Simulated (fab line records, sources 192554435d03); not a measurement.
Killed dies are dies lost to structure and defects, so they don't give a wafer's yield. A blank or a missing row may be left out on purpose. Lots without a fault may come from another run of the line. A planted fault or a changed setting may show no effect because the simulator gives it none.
Split-lot experiment | flow n5_finfet | 7 lots, 21 wafers read, on a route of 1938 steps

THE SPLIT
At N5_BEOL_M5_TRENCH_ETCH_37 (etches SiCOH lowk in C4F6/O2, target depth 71.652 nm, time 24.7 s), the setting source_w was moved away from the recipe's 345 W on 6 of the 21 wafers read, by -15.4% to +17.6%. The other wafers ran this setting at the recipe's value.

The reading is taken at the split's own step.

THE READING
rf_vpp_V, in V, at N5_BEOL_M5_TRENCH_ETCH_37 (etches SiCOH lowk in C4F6/O2, target depth 71.652 nm, time 24.7 s). Fault-free wafers of this fab line usually give 662 V, standard deviation 6.8 V.

wafer  | tool, chamber at the split | source_w as run, W | against the recipe | rf_vpp_V, V | against lot-mates on the recipe
L079.1 | rie_diel-03, 1             | 345                | recipe             | 673         | -
L079.2 | rie_diel-03, 0             | 345                | recipe             | 659         | -
L079.3 | rie_diel-03, 2             | 345                | recipe             | 654         | -
L078.3 | rie_diel-04, 1             | 345                | recipe             | 659         | -
L078.5 | rie_diel-04, 0             | 345                | recipe             | 662         | -
L078.6 | rie_diel-04, 2             | 345                | recipe             | 656         | -
L084.2 | rie_diel-04, 2             | 345                | recipe             | 657         | -
L084.3 | rie_diel-04, 3             | 366.9              | +6.3%              | 648         | -8
L084.4 | rie_diel-04, 1             | 345                | recipe             | 656         | -
L086.1 | rie_diel-04, 0             | 386.5              | +12.0%             | 626         | -30
L086.5 | rie_diel-04, 2             | 345                | recipe             | 655         | -
L086.6 | rie_diel-04, 1             | 345                | recipe             | 658         | -
L089.2 | rie_diel-06, 3             | 345                | recipe             | 656         | -
L089.5 | rie_diel-06, 1             | 405.6              | +17.6%             | 624         | -32
L089.6 | rie_diel-06, 2             | 405.6              | +17.6%             | 622         | -34
L092.2 | rie_diel-03, 1             | 345                | recipe             | 672         | -
L092.3 | rie_diel-03, 0             | 345                | recipe             | 658         | -
L092.6 | rie_diel-03, 0             | 345                | recipe             | 660         | -
L094.2 | rie_diel-03, 3             | 292                | -15.4%             | 719         | +46
L094.5 | rie_diel-03, 0             | 292                | -15.4%             | 719         | +46
L094.6 | rie_diel-03, 1             | 345                | recipe             | 673         | -

THE FIT
A straight line over all 21 wafers: rf_vpp_V changes by -2.88 V for each +1% of source_w; r = -0.95; the points scatter about the line by 8 V.
The same after taking each lot's own level away (the mean of its wafers on the recipe; 21 wafers): -2.38 V for each +1%; r = -0.96; scatter 5.8 V.
On that fit, the largest move of source_w shifts the reading by 42 V.
The lots' own levels span 656.0 to 673.0 V, that is 2.5 times the standard deviation above.
So the lot-to-lot level changes the slope: the two fits differ.
Check: with one of the wafers moved furthest among these (+17.6%) left out of the fit, the line predicts -42.8 V for it against its lot-mates. It came out at -32 V against them.
Tool readings at the split's step, against how far the setting was moved: rf_vpp_V r = -0.95.

THE FILE'S OWN FIT
rf_vpp_V changes by -2.33 V for each +1% of source_w, r = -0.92.
